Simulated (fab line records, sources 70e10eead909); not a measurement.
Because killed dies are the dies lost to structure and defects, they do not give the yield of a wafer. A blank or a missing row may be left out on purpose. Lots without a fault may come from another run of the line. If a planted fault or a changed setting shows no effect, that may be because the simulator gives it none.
What tool caused it? + flow nand_harc + Sampling: 11 lots, 33 wafers, 6 of 1302 route steps

== WHAT THE GAUGES READ, wafer by wafer ==
NHARC_A_CONTACT_CD_MEAS_80. Usual: cd_nm at 289.5 nm, with a standard deviation of 0.69.
| lot  | measured     | on        | cd_nm (nm)        | flag |
|------|--------------|-----------|-------------------|------|
| L901 | day 22 19:44 | cd_sem-01 | 290.4 289.9 289.5 |      |
| L903 | day 23 03:35 | cd_sem-02 | 289.8 289.9 290.2 |      |
| L909 | day 25 20:47 | cd_sem-02 | 286.8 287.1 287.5 | OFF  |
| L910 | day 26 06:57 | cd_sem-02 | 286.9 286.6 286.5 | OFF  |
| L913 | day 26 16:23 | cd_sem-02 | 288.2 289.2 288.8 |      |
| L914 | day 28 07:18 | cd_sem-01 | 290.3 290.1 290.4 |      |
| L917 | day 28 13:44 | cd_sem-01 | 290.6 290.1 290.4 |      |
| L918 | day 29 17:45 | cd_sem-03 | 288.9 289.4 289.7 |      |
| L921 | day 30 09:31 | cd_sem-03 | 290.2 290.0 290.6 |      |
| L920 | day 30 11:40 | cd_sem-03 | 288.1 287.7 288.1 |      |
| L923 | day 31 07:28 | cd_sem-02 | 288.2 288.1 288.2 |      |

NHARC_END_SORT_01. Usual: killed_at_array 50, standard deviation 20; killed_at_other 1.2, standard deviation 1.5; killed_at_periphery 3.6, standard deviation 2.6; killed_dies 55, standard deviation 20; killed_open 3.4, standard deviation 2; killed_short 2.7, standard deviation 1.6.
| lot  | measured     | on        | killed_at_array | killed_at_other | killed_at_periphery | killed_dies | killed_open | killed_short | flag |
|------|--------------|-----------|-----------------|-----------------|---------------------|-------------|-------------|--------------|------|
| L914 | day 30 16:38 | prober-02 | 45 46 44        | 0 0 1           | 7 14 8              | 52 60 53    | 0 6 1       | 3 2 2        |      |

== EACH LOT AND THE TOOL THAT RAN IT (in order: tool; ch and the chambers of the sampled wafers; start) ==
| lot  | NHARC_A_CONTACT_ETCH_77                       | NHARC_A_CONTACT_ETCH_133             | NHARC_A_CONTACT_ETCH_91            | NHARC_A_CONTACT_ETCH_106           |
|------|-----------------------------------------------|--------------------------------------|------------------------------------|------------------------------------|
| L901 | rie_diel-10 ch 2,3, day 22 18:49 or earlier   | har_cap_etch-02 ch 0,1, day 22 18:49 | rie_diel-10 ch 0,1,3, day 22 19:34 | rie_diel-10 ch 1,2, day 22 20:02   |
| L903 | rie_diel-10 ch 0,3, day 23 02:38 or earlier   | har_cap_etch-02 ch 1, day 23 02:38   | rie_diel-10 ch 2,3, day 23 03:22   | rie_diel-10 ch 0,1,3, day 23 03:52 |
| L909 | rie_diel-10 ch 0,1, day 25 16:32              | har_cap_etch-02 ch 0,1, day 25 19:47 | rie_diel-11 ch 0,2, day 25 20:34   | rie_diel-11 ch 1,3, day 25 21:05   |
| L910 | rie_diel-11 ch 2,3, day 26 05:56 or earlier   | har_cap_etch-02 ch 0,1, day 26 05:56 | rie_diel-11 ch 2,3, day 26 06:44   | rie_diel-03 ch 0,1, day 26 07:34   |
| L913 | rie_diel-10 ch 2,3, day 26 15:31 or earlier   | har_cap_etch-01 ch 0,1, day 26 15:31 | rie_diel-10 ch 2,3, day 26 16:10   | rie_diel-10 ch 2,3, day 26 16:40   |
| L914 | rie_diel-10 ch 1,2,3, day 28 06:17 or earlier | har_cap_etch-01 ch 0,1, day 28 06:17 | rie_diel-10 ch 0,1,3, day 28 07:05 | rie_diel-10 ch 1,2, day 28 07:35   |
| L917 | rie_diel-03 ch 0,2,3, day 28 12:49 or earlier | har_cap_etch-03 ch 1, day 28 12:49   | rie_diel-10 ch 0,1,2, day 28 13:32 | rie_diel-11 ch 0,2, day 28 14:02   |
| L918 | rie_diel-10 ch 0,1,2, day 29 16:53 or earlier | har_cap_etch-02 ch 0,1, day 29 16:53 | rie_diel-10 ch 0,1,3, day 29 17:34 | rie_diel-10 ch 0,2,3, day 29 18:03 |
| L921 | rie_diel-03 ch 1,2,3, day 30 08:31 or earlier | har_cap_etch-03 ch 0,1, day 30 08:31 | rie_diel-03 ch 1,2,3, day 30 09:19 | rie_diel-10 ch 0,1,2, day 30 09:49 |
| L920 | rie_diel-11 ch 2,3, day 30 10:47 or earlier   | har_cap_etch-02 ch 0,1, day 30 10:47 | rie_diel-11 ch 0,1, day 30 11:27   | rie_diel-10 ch 0,1,3, day 30 11:58 |
| L923 | rie_diel-11 ch 0,1, day 31 06:31 or earlier   | har_cap_etch-03 ch 0,1, day 31 06:31 | rie_diel-10 ch 0,1, day 31 07:11   | rie_diel-10 ch 0,1, day 31 07:44   |
- NHARC_A_CONTACT_ETCH_77: etches the open film in CF4/CHF3, target depth 108.9 nm, time 54.5 s.
- NHARC_A_CONTACT_ETCH_133: etches the open film in C4F8/O2/Ar, time 374 s, target depth 1610 nm.
- NHARC_A_CONTACT_ETCH_91: etches the open film in CH3F/O2, target depth 40 nm, time 85.7 s.
- NHARC_A_CONTACT_ETCH_106: etches the open film in CF4/O2, target depth 90 nm, overetch 9 nm, time 49.5 s.

== AS READ BY THE TOOLS THEMSELVES (means over the sampled wafers that have a number; for cases with no such wafer, the mark the record gives instead) ==
NHARC_A_CONTACT_ETCH_77. Usual: drypump_motor_current_A 6.2 A, standard deviation 0.32; mfc_ar_sccm 0.004 sccm, standard deviation 0.0088; oes_product_au 0.943 a.u., standard deviation 0.024; rf_vpp_V 370.2 V, standard deviation 2.7; showerhead_plenum_p_Torr 1.56 Torr, standard deviation 0.076; throttle_valve_pct 16.803 %, standard deviation 0.0085.
| lot  | tool        | drypump_motor_current_A (A) | mfc_ar_sccm (sccm) | oes_product_au (a.u.) | rf_vpp_V (V) | showerhead_plenum_p_Torr (Torr) | throttle_valve_pct (%) | flag |
|------|-------------|-----------------------------|--------------------|-----------------------|--------------|---------------------------------|------------------------|------|
| L901 | rie_diel-10 | 6.6                         | 0.000              | 0.913                 | 368.4        | 1.49                            | 16.799                 |      |
| L903 | rie_diel-10 | 6.4                         | 0.007              | 0.930                 | 369.7        | 1.55                            | 16.805                 |      |
| L909 | rie_diel-10 | 6.1                         | 0.013              | 0.932                 | 372.4        | 1.64                            | 16.797                 |      |
| L910 | rie_diel-11 | 6.2                         | 0.001              | 0.922                 | 371.7        | 1.60                            | 16.806                 |      |
| L913 | rie_diel-10 | 6.5                         | 0.000              | 0.951                 | 367.8        | 1.48                            | 16.810                 |      |
| L914 | rie_diel-10 | 6.4                         | 0.000              | 0.916                 | 369.1        | 1.53                            | 16.812                 |      |
| L917 | rie_diel-03 | 6.5                         | 0.010              | 0.966                 | 371.1        | 1.56                            | 16.803                 |      |
| L918 | rie_diel-10 | 6.2                         | 0.007              | 0.973                 | 370.3        | 1.58                            | 16.792                 |      |
| L921 | rie_diel-03 | 6.3                         | 0.010              | 0.921                 | 369.7        | 1.55                            | 16.802                 |      |
| L920 | rie_diel-11 | 6.0                         | 0.003              | 0.930                 | 374.1        | 1.68                            | 16.805                 |      |
| L923 | rie_diel-11 | 5.6                         | 0.000              | 0.962                 | 370.0        | 1.54                            | 16.804                 |      |

NHARC_A_CONTACT_ETCH_91. Usual: drypump_motor_current_A 6.2 A, standard deviation 0.31; mfc_ar_sccm 200.1 sccm, standard deviation 0.63; oes_product_au 0.936 a.u., standard deviation 0.027; rf_vpp_V 244.1 V, standard deviation 1.9; showerhead_plenum_p_Torr 2.45 Torr, standard deviation 0.12; throttle_valve_pct 20.663 %, standard deviation 0.0085.
| lot  | tool        | drypump_motor_current_A (A) | mfc_ar_sccm (sccm) | oes_product_au (a.u.) | rf_vpp_V (V) | showerhead_plenum_p_Torr (Torr) | throttle_valve_pct (%) | flag |
|------|-------------|-----------------------------|--------------------|-----------------------|--------------|---------------------------------|------------------------|------|
| L901 | rie_diel-10 | 6.2                         | 200.3              | 0.933                 | 244.3        | 2.48                            | 20.660                 |      |
| L903 | rie_diel-10 | 6.6                         | 199.9              | 0.917                 | 242.4        | 2.33                            | 20.666                 |      |
| L909 | rie_diel-11 | 5.8                         | 199.9              | 0.933                 | 243.5        | 2.39                            | 20.658                 |      |
| L910 | rie_diel-11 | 6.0                         | 200.3              | 0.925                 | 243.4        | 2.39                            | 20.660                 |      |
| L913 | rie_diel-10 | 6.6                         | 200.1              | 0.911                 | 242.3        | 2.32                            | 20.655                 |      |
| L914 | rie_diel-10 | 6.2                         | 199.7              | 0.925                 | 244.0        | 2.47                            | 20.654                 |      |
| L917 | rie_diel-10 | 6.2                         | 199.9              | 0.928                 | 244.6        | 2.47                            | 20.661                 |      |
| L918 | rie_diel-10 | 6.2                         | 200.1              | 0.924                 | 244.4        | 2.47                            | 20.664                 |      |
| L921 | rie_diel-03 | 6.3                         | 200.3              | 0.924                 | 243.3        | 2.42                            | 20.670                 |      |
| L920 | rie_diel-11 | 5.6                         | 200.6              | 0.935                 | 243.4        | 2.41                            | 20.672                 |      |
| L923 | rie_diel-10 | 6.0                         | 199.4              | 0.927                 | 245.6        | 2.53                            | 20.661                 |      |

NHARC_A_CONTACT_ETCH_106. Usual: drypump_motor_current_A 6.2 A, standard deviation 0.33; mfc_ar_sccm 0.004 sccm, standard deviation 0.0085; oes_product_au 0.998 a.u., standard deviation 0.011; rf_vpp_V 197.6 V, standard deviation 1.6; showerhead_plenum_p_Torr 1.33 Torr, standard deviation 0.067; throttle_valve_pct 13.397 %, standard deviation 0.0081.
| lot  | tool        | drypump_motor_current_A (A) | mfc_ar_sccm (sccm) | oes_product_au (a.u.) | rf_vpp_V (V) | showerhead_plenum_p_Torr (Torr) | throttle_valve_pct (%) | flag |
|------|-------------|-----------------------------|--------------------|-----------------------|--------------|---------------------------------|------------------------|------|
| L901 | rie_diel-10 | 6.2                         | 0.000              | 1.004                 | 197.4        | 1.33                            | 13.398                 |      |
| L903 | rie_diel-10 | 6.2                         | 0.007              | 0.998                 | 197.4        | 1.35                            | 13.391                 |      |
| L909 | rie_diel-11 | 5.8                         | 0.000              | 0.990                 | 197.8        | 1.35                            | 13.395                 |      |
| L910 | rie_diel-03 | 6.1                         | 0.000              | 1.001                 | 195.5        | 1.25                            | 13.399                 |      |
| L913 | rie_diel-10 | 6.5                         | 0.000              | 0.989                 | 196.7        | 1.25                            | 13.393                 |      |
| L914 | rie_diel-10 | 6.2                         | 0.000              | 0.998                 | 197.6        | 1.32                            | 13.404                 |      |
| L917 | rie_diel-11 | 5.8                         | 0.001              | 1.012                 | 198.2        | 1.37                            | 13.394                 |      |
| L918 | rie_diel-10 | 6.4                         | 0.007              | 1.004                 | 197.3        | 1.30                            | 13.398                 |      |
| L921 | rie_diel-10 | 6.2                         | 0.007              | 0.995                 | 197.7        | 1.34                            | 13.392                 |      |
| L920 | rie_diel-10 | 6.3                         | 0.007              | 0.993                 | 197.4        | 1.34                            | 13.407                 |      |
| L923 | rie_diel-10 | 6.1                         | 0.013              | 1.003                 | 198.3        | 1.39                            | 13.398                 |      |

== THE ANSWER, worked out from the rows above alone ==
Rule: lot off if the mean of its wafers having a number is beyond 3 standard deviations from the usual mean. Also off: a lot with no number at a reading for which 4 or more lots have one. Any other lot the step has rows for is counted as sound. First the gauges in route order, then the tools' own readings, where a lot's mean is used as printed above. At the first step where some lot is off, the reading lying furthest off is the one used; lots without a number count as furthest.
Off: L909, L910, at NHARC_A_CONTACT_CD_MEAS_80 (cd_nm).
A tool fits if, at a process step before that reading, it ran every lot that is off, and no sound lot after the first of them. The gauges at NHARC_A_CONTACT_CD_MEAS_80 are tried like those tools. With no start given for some of its lots, NHARC_A_CONTACT_ETCH_77 uses the hours and lot order of NHARC_A_CONTACT_ETCH_133. Not one of the candidates tried fits.

== WHAT THE SIMULATOR HAD PUT IN ==
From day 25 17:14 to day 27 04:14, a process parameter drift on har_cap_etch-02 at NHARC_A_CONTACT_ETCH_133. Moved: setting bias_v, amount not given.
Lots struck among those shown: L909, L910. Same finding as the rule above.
